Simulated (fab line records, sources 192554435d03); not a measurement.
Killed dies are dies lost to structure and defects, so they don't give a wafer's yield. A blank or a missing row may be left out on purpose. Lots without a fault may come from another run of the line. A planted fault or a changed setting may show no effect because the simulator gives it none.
fab line records | flow n5_finfet
record lots=9 wafers=27 last_day=17
route steps=1938 shown BEOL_M1@753 BEOL_M4@1111 PASSIVATION@1936
lots that met no fault: from a run of the same line without faults
start_h: hours from the record's first day to the start of the lot's first wafer shown | wait_h: hours since the lot's step before | " the same as in the row above | L1.1+2: a row that stands for several wafers | - no value, or no start given | * or withheld: withheld | < > ~ a bound
route shown NAME@n: a module of which the file shows steps, and the number in the route of the first | usual: mean/standard deviation of fault-free wafers | same: alike in all rows | chamber/n: place in a boat | sites: the reading at each site | _std_site: their standard deviation | _edge_site: outer sites' mean less inner sites' | radius_mm: how far each site lies from the wafer's centre | mask NAME#n: copy n | behind: the tool/chamber that last shaped the wafer | hold: why the lot was held/for how many hours/how that ended | device: the transistor (n, p or np) that didn't switch | end of line: the same wafers' tests at the end of the route | a step without rows: its recipe alone | killed: dies lost to structure and defects at the first sort, not the wafer's yield | map: a wafer's dies, x killed, . not, _ none there
set.NAME: the setting as run; set.NAME@STEP: as run at that earlier step | model.NAME: the simulator's own value behind a step, which no gauge read
steps of the route over a sample of lots; a table a step, a row a wafer
services: from which hour (start_h, from the record's first day; less than 0 if before it) a tool's chamber was out of use, for how many hours, and why
## steps
# step N5_BEOL_M1_PECVD_72
# recipe material=SiO2 target_thk_a=160 temp_c=400 precursor=TEOS/O2 pressure_torr=5.5 rf_w=450 teos_flow_sccm=53.8 gas=O2 flow_sccm=3000 time_s=18
# usual chamber_pressure_Torr=5.500/0.011 heater_power_w=624/80 showerhead_plenum_p_Torr=8.79/0.062 throttle_valve_pct=22.8/1
# same time_s=18
# columns lot.wafer tool chamber start_h wait_h chamber_pressure_Torr heater_power_w showerhead_plenum_p_Torr throttle_valve_pct
L273.1 pecvd-03 2 130.32 0.0 5.501 613 8.76 21.0
L273.2 " 1 " " 5.514 614 8.81 22.9
L273.5 " 1 " " 5.507 615 8.81 23.4
L274.1 pecvd-02 2 139.81 0.0 5.503 670 8.87 22.9
L274.2 " 0 " " 5.487 638 8.89 21.3
L274.3 " 1 " " 5.488 728 8.76 23.7
L275.2 pecvd-03 1 143.19 0.0 5.498 628 8.81 23.2
L275.3 " 2 " " 5.477 631 8.76 21.5
L275.6 " 1 " " 5.500 628 8.77 23.1
L279.2 pecvd-02 1 167.15 0.0 5.505 695 8.72 23.7
L279.3 " 0 " " 5.505 661 8.85 21.1
L279.5 " 0 " " 5.490 660 8.90 21.3
L284.3 pecvd-04 0 202.16 0.0 5.510 587 8.66 23.1
L284.4 " 1 " " 5.487 594 8.89 22.3
L284.5 " 2 " " 5.490 688 8.70 23.1
L288.2 pecvd-03 0 218.49 0.0 5.501 512 8.80 24.1
L288.3 " 1 " " 5.506 546 8.81 23.2
L288.6 " 1 " " 5.490 544 8.81 23.0
L290.1 pecvd-04 0 231.48 0.0 5.523 679 8.70 22.7
L290.2 " 2 " " 5.510 566 8.71 23.2
L290.5 " 2 " " 5.512 556 8.70 23.2
L291.1 pecvd-02 0 233.38 0.0 5.469 667 8.89 21.3
L291.2 " 1 " " 5.518 750 8.75 23.7
L291.4 " 0 " " 5.489 683 8.85 21.2
L292.1 pecvd-03 1 245.55 0.0 5.507 595 8.81 23.1
L292.3 " 2 " " 5.498 612 8.75 21.5
L292.6 " 0 " " 5.503 547 8.79 24.3
# step N5_BEOL_M1_EXPOSE_08
# recipe mask_id=M1 na=0.33 source_shape=dipole sigma_inner=0.369 sigma_outer=0.767 polarization=unpolarized dose_mj=33
# columns lot.wafer tool chamber start_h wait_h mask
L273.1+2+5 euv_scanner-02 0 131.02 - M1#0
L274.1+2+3 euv_scanner-02 0 140.94 - M1#0
L275.2+3+6 euv_scanner-02 0 144.56 - M1#0
L279.2+3+5 euv_scanner-01 0 170.53 - M1#0
L284.3+4+5 euv_scanner-02 0 202.94 - M1#0
L288.2+3+6 euv_scanner-02 0 220.01 - M1#0
L290.1+2+5 euv_scanner-02 0 233.17 - M1#0
L291.1+2+4 euv_scanner-02 0 233.91 - M1#0
L292.1+3+6 euv_scanner-01 0 246.48 - M1#0
# step N5_BEOL_M1_OVL_MEAS_12
# recipe points_per_wafer=522
# usual M1_OVL=0.0/0.77
# columns lot.wafer tool chamber start_h wait_h M1_OVL[nm]
L273.1 overlay-02 0 131.18 0.0 0.1
L273.2 " 0 " " 0.7
L273.5 " 0 " " -0.9
L274.1 overlay-01 0 141.09 0.0 -0.8
L274.2 " 0 " " -0.2
L274.3 " 0 " " -0.3
L275.2 overlay-01 0 144.72 0.0 -0.6
L275.3 " 0 " " -0.7
L275.6 " 0 " " -0.7
L279.2 overlay-01 0 170.69 0.0 1.2
L279.3 " 0 " " 0.8
L279.5 " 0 " " 1.1
L284.3 overlay-02 0 203.09 0.0 0.3
L284.4 " 0 " " 0.3
L284.5 " 0 " " 0.3
L288.2 overlay-01 0 220.17 0.0 -1.2
L288.3 " 0 " " -0.7
L288.6 " 0 " " -0.9
L290.1 overlay-02 0 233.33 0.0 5.9
L290.2 " 0 " " 5.2
L290.5 " 0 " " 7.6
L291.1 overlay-01 0 234.07 0.0 5.9
L291.2 " 0 " " 4.5
L291.4 " 0 " " 5.3
L292.1 overlay-01 0 246.64 0.0 1.0
L292.3 " 0 " " 0.1
L292.6 " 0 " " 0.6
# step N5_BEOL_M1_INSPECT_13
# recipe mode=adi inspect_instrument=brightfield
# usual raw_defect_count=402/88
# columns lot.wafer tool chamber start_h wait_h raw_defect_count
L273.1 defect_inspect-01 - 131.24 0.1 437
L273.2 " - " " 299
L273.5 " - " " 331
L274.1 defect_inspect-01 - 141.15 0.1 343
L274.2 " - " " 407
L274.3 " - " " 483
L275.2 defect_inspect-01 - 144.77 0.0 302
L275.3 " - " " 533
L275.6 " - " " 319
L279.2 defect_inspect-01 - 170.74 0.0 509
L279.3 " - " " 617
L279.5 " - " " 532
L284.3 defect_inspect-02 - 203.14 0.0 369
L284.4 " - " " 448
L284.5 " - " " 359
L288.2 defect_inspect-02 - 220.27 0.1 422
L288.3 " - " " 382
L288.6 " - " " 498
L290.1 defect_inspect-02 - 233.38 0.1 691
L290.2 " - " " 509
L290.5 " - " " 397
L291.1 defect_inspect-02 - 234.12 0.1 485
L291.2 " - " " 407
L291.4 " - " " 284
L292.1 defect_inspect-02 - 246.69 0.1 366
L292.3 " - " " 432
L292.6 " - " " 474
# step N5_BEOL_M1_STRIP_66
# recipe chemistry=CF4 resist=SiARC power_w=300 bias_power_w=75 pressure_mtorr=50 cf4_flow_sccm=150 rf_frequency_hz=6e+07
# usual cf4_flow_sccm=150.0/0.45 chamber_pressure_mTorr=50.00/0.044 drypump_motor_current_A=5.8/0.43 oes_product_au=0.79/0.063 power_w=300.1/0.79 rf_vpp_V=271.3/1.4 showerhead_plenum_p_Torr=1.81/0.056 throttle_valve_pct=13.59/0.17
# columns lot.wafer tool chamber start_h wait_h cf4_flow_sccm chamber_pressure_mTorr drypump_motor_current_A oes_product_au power_w rf_hours_counter_h rf_vpp_V showerhead_plenum_p_Torr throttle_valve_pct
L273.1 rie_diel-01 2 131.48 0.0 150.6 49.96 5.2 0.82 299.8 82 271.5 1.75 13.56
L273.2 " 1 " " 150.5 49.95 6.3 0.86 300.3 40 270.2 1.77 13.27
L273.5 " 1 " " 149.7 49.96 6.3 0.86 299.8 - 269.6 1.77 13.24
L274.1 rie_diel-04 3 141.39 0.0 148.6 50.04 5.7 0.68 298.8 238 268.5 1.70 13.80
L274.2 " 0 " " 150.1 49.90 5.1 0.76 300.5 145 270.6 1.79 13.48
L274.3 " 1 " " 150.5 50.01 5.8 0.86 299.2 36 274.6 1.91 13.53
L275.2 rie_diel-01 2 145.01 0.0 149.8 49.98 5.1 0.81 299.7 86 268.3 1.75 13.58
L275.3 " 3 " " 150.0 49.96 6.0 0.77 299.4 139 272.2 1.80 13.48
L275.6 " 2 " " 149.9 49.99 5.2 0.81 300.2 - 270.1 1.75 13.58
L279.2 rie_diel-04 1 170.98 0.0 149.5 50.01 5.8 0.86 300.0 46 273.2 1.91 13.55
L279.3 " 0 " " 149.6 50.01 5.1 0.75 299.7 155 271.2 1.79 13.51
L279.5 " 0 " " 150.0 50.06 5.1 0.74 301.3 - 270.8 1.79 13.49
L284.3 rie_diel-01 3 203.38 0.0 149.0 50.04 6.0 0.77 300.9 157 270.6 1.80 13.54
L284.4 " 3 " " 149.3 49.95 6.0 0.76 299.6 - 272.1 1.80 13.55
L284.5 " 2 " " 149.8 50.05 5.1 0.79 301.2 - 270.7 1.74 13.64
L288.2 rie_diel-01 3 220.51 0.0 149.7 49.91 6.0 0.76 299.1 164 270.6 1.79 13.55
L288.3 " 2 " " 149.7 49.96 5.1 0.79 301.4 118 271.0 1.74 13.65
L288.6 " 2 " " 149.4 49.93 5.1 0.78 301.0 - 270.1 1.74 13.65
L290.1 rie_diel-05 3 233.64 0.0 149.9 49.95 6.2 0.70 300.2 240 271.5 1.85 13.82
L290.2 " 0 " " 151.1 49.95 5.9 0.90 300.8 26 271.2 1.84 13.47
L290.5 " 2 " " 150.0 50.00 5.3 0.76 299.8 - 271.6 1.80 13.74
L291.1 rie_diel-05 2 234.41 0.0 150.4 50.10 5.3 0.76 299.9 125 271.9 1.80 13.75
L291.2 " 0 " " 150.0 50.04 5.9 0.90 299.7 26 272.7 1.84 13.44
L291.4 " 3 " " 149.5 49.97 6.2 0.70 300.6 240 272.7 1.85 13.82
L292.1 rie_diel-05 1 247.27 0.0 150.1 50.05 6.1 0.77 301.6 129 269.7 1.74 13.70
L292.3 " 0 " " 149.7 50.04 5.9 0.89 300.0 29 272.1 1.84 13.46
L292.6 " 2 " " 150.2 50.03 5.3 0.76 300.3 - 272.4 1.80 13.78
# step N5_BEOL_M4_RC_MEAS_101
# usual DIBL_N=36.5/1.7 DIBL_P=36.3/2.1 IOFF_N=0.16/0.036 IOFF_P=0.21/0.037 ION_N=676/12 ION_P=462/7.6 SS_N=71.5/0.68 SS_P=73.3/0.63 VT_N=249/3.5 VT_P=-250/3.5
# columns lot.wafer tool chamber start_h wait_h DIBL_N[mV/V] DIBL_P[mV/V] IOFF_N[nA/um] IOFF_P[nA/um] ION_N[uA/um] ION_P[uA/um] SS_N[mV/dec] SS_P[mV/dec] VT_N[mV] VT_P[mV]
L273.1 prober-02 0 178.95 0.0 36.3 36.9 0.16 0.18 681 452 71.1 73.4 250 -253
L273.2 " 0 " " 37.3 38.5 0.17 0.19 682 452 71.8 72.8 253 -255
L273.5 " 0 " " 36.6 38.4 0.17 0.18 675 453 71.8 74.1 250 -256
L274.1 prober-02 0 189.85 0.0 38.8 38.2 0.23 0.28 697 472 71.3 74.5 248 -245
L274.2 " 0 " " 37.0 35.9 0.18 0.24 688 469 71.5 73.4 247 -248
L274.3 " 0 " " 37.7 37.0 0.20 0.26 693 472 71.6 74.2 247 -246
L275.2 prober-01 0 193.78 0.2 36.3 33.9 0.14 0.18 665 453 71.0 72.9 254 -248
L275.3 " 0 " " 34.4 33.5 0.12 0.17 663 453 69.8 73.0 252 -250
L275.6 " 0 " " 34.7 33.9 0.13 0.18 664 450 70.3 72.3 253 -249
L279.2 prober-01 0 228.12 0.2 32.2 31.4 0.11 0.16 670 459 69.9 72.1 254 -251
L279.3 " 0 " " 34.2 33.7 0.13 0.19 657 451 69.8 73.2 250 -253
L279.5 " 0 " " 36.4 36.5 0.17 0.23 683 465 71.2 74.2 249 -249
L284.3 prober-02 0 254.86 0.3 36.1 35.1 0.16 0.25 675 479 70.8 73.5 247 -244
L284.4 " 0 " " 38.9 38.4 0.22 0.31 694 476 72.2 73.6 245 -239
L284.5 " 0 " " 36.0 34.6 0.15 0.23 673 475 71.7 72.5 247 -249
L288.2 prober-01 0 256.84 0.2 37.6 38.6 0.18 0.22 681 467 72.4 73.6 248 -250
L288.3 " 0 " " 35.3 35.9 0.13 0.19 667 459 71.0 73.3 253 -251
L288.6 " 0 " " 39.6 40.3 0.23 0.25 682 463 72.1 74.1 244 -247
L290.1 prober-01 0 284.40 0.2 34.3 33.5 0.11 0.15 657 452 71.1 72.8 255 -257
L290.2 " 0 " " 34.4 33.2 0.11 0.14 643 441 70.9 72.3 261 -260
L290.5 " 0 " " 37.6 38.1 0.17 0.21 670 459 71.1 73.7 250 -251
L291.1 prober-02 0 289.05 0.0 37.4 38.3 0.16 0.22 676 461 71.4 74.0 251 -249
L291.2 " 0 " " 36.9 37.2 0.16 0.21 682 461 70.6 73.2 250 -251
L291.4 " 0 " " 37.0 37.3 0.16 0.21 667 463 71.3 72.6 250 -248
L292.1 prober-01 0 293.40 0.0 35.0 34.1 0.12 0.17 665 457 71.3 72.2 252 -251
L292.3 " 0 " " 35.4 34.3 0.12 0.17 669 455 71.1 72.6 252 -255
L292.6 " 0 " " 38.7 38.4 0.18 0.23 678 464 72.1 74.3 247 -248
# step N5_PASSIVATION_PROBE_49
# usual defect_limited_yield=91.4/1.5 killed_at_M0_to_M3=34/12 killed_at_M4_up=12/4.9 killed_at_contacts=13/7.2 killed_at_front_end=39/12 killed_at_other=3.7/2.9 killed_dies=101/18 killed_open=67/14 killed_short=33/7.2 sort_bin_5_function=5.1/0.97 sort_bin_6_memory=3.2/0.67 sort_n_pass=1079/17 sort_yield_pct=91.4/1.5
# same gross_dies=1180 killed_at_back_side=0 sort_bin_4_leakage[%]=0 sort_bin_8_speed[%]=0
# columns lot.wafer tool chamber start_h wait_h defect_limited_yield[%] killed_at_M0_to_M3 killed_at_M4_up killed_at_contacts killed_at_front_end killed_at_other killed_dies killed_open killed_short sort_bin_5_function[%] sort_bin_6_memory[%] sort_n_pass sort_yield_pct[%]
L291.1 prober-01 - 393.16 0.0 94.2 28 9 7 24 1 69 41 26 3.6 2.2 1111 94.2
L291.4 prober-01 - 393.31 0.2 91.7 32 10 9 42 5 98 48 46 5.9 2.2 1082 91.7
L290.1 prober-01 - 399.40 0.0 92.2 38 10 2 37 5 92 60 30 4.4 3.1 1088 92.2
L290.2 prober-01 - 399.45 0.1 92.6 34 25 1 23 4 87 44 39 4.1 3.1 1093 92.6
L290.5 prober-01 - 399.60 0.2 90.5 53 14 5 38 2 112 53 31 5.3 3.1 1068 90.5
# killed by level:class
L291.1 FIN_SAQP:geometric_particle:open=11 BEOL_M2:geometric_particle:open=8 FIN_SAQP:geometric_particle:short=7 MOL_CONTACT_COAG:geometric_particle:open=5 BEOL_M1:geometric_particle:open=5 BEOL_M0_SAQP:geometric_particle:short=3 BEOL_M0_SAQP:geometric_particle:open=3 BEOL_M1:geometric_particle:short=3
L291.4 FIN_SAQP:geometric_particle:short=9 BEOL_M0_SAQP:geometric_particle:short=9 STI_FIN_REVEAL:geometric_particle:open=8 BEOL_M1:geometric_particle:open=7 MOL_CONTACT_COAG:geometric_particle:open=6 BEOL_M3:geometric_particle:open=6 ILD0:geometric_particle:short=5 GATE_CUT:geometric_particle:short=5
L290.1 BEOL_M3:geometric_particle:open=9 DUMMY_GATE:geometric_particle:open=8 BEOL_M1:geometric_particle:open=7 BEOL_M2:geometric_particle:open=7 FIN_SAQP:geometric_particle:short=6 BEOL_M0:geometric_particle:open=6 STARTING-WAFER:geometric_particle:short=5 FIN_SAQP:geometric_particle:open=3
L290.2 BEOL_M0_SAQP:geometric_particle:short=9 BEOL_M0_SAQP:geometric_particle:open=7 BEOL_M5:geometric_particle:open=6 DUMMY_GATE:geometric_particle:open=5 BEOL_M3:geometric_particle:open=4 BEOL_M4:geometric_particle:open=4 STARTING-WAFER:geometric_particle:short=4 FIN_SAQP:geometric_particle:short=3
L290.5 BEOL_M1:overlay=26 BEOL_M2:geometric_particle:open=10 FIN_SAQP:geometric_particle:short=9 STARTING-WAFER:geometric_particle:short=6 MOL_CONTACT_COAG:geometric_particle:open=5 BEOL_M0_SAQP:geometric_particle:short=5 DUMMY_GATE:geometric_particle:open=4 BEOL_M0:geometric_particle:open=4
## services
# columns tool chamber start_h hours kind
rie_diel-01 3 111.79 13.2 repair
rie_diel-05 0 123.19 - clean
rie_diel-05 0 123.19 - consumable_replace:focus_ring
rie_diel-01 0 123.46 131.8 repair
rie_diel-05 1 126.84 5.4 repair
euv_scanner-01 - 132.75 1.0 pm
euv_scanner-02 - 147.65 1.0 pm
rie_diel-01 3 154.67 14.1 repair
pecvd-03 2 164.67 13.1 repair
euv_scanner-02 - 166.41 4.6 pm
euv_scanner-02 - 183.17 1.1 repair
euv_scanner-01 - 187.69 1.0 repair
euv_scanner-01 - 188.90 1.0 pm
pecvd-04 - 189.42 0.3 repair
euv_scanner-02 - 192.83 1.5 repair
euv_scanner-02 - 196.34 3.4 repair
rie_diel-04 0 202.29 6.5 repair
euv_scanner-02 - 203.80 1.0 pm
rie_diel-05 2 205.97 1.6 repair
pecvd-03 2 210.24 18.6 repair
rie_diel-05 - 216.89 0.8 repair
pecvd-03 1 230.40 2.1 scheduled_down
rie_diel-04 2 233.69 4.1 repair
euv_scanner-01 - 245.05 1.0 pm
## key
first_sign step=N5_BEOL_M1_OVL_MEAS_12 reading=M1_OVL direction=up sigmas=7.5 usual=0.0 struck=5.8
effect none on later readings
met_at N5_BEOL_M1_EXPOSE_08
struck_lots L290,L291
not_acting_at N5_BEOL_M1_PECVD_72,N5_BEOL_M1_INSPECT_13,N5_BEOL_M1_STRIP_66
onset_between 220.01 233.17
fault kind=scanner_matching_overlay tool=euv_scanner-02 chamber=- onset_h=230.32 steps=N5_BEOL_M1_EXPOSE_08 offset=5.9546
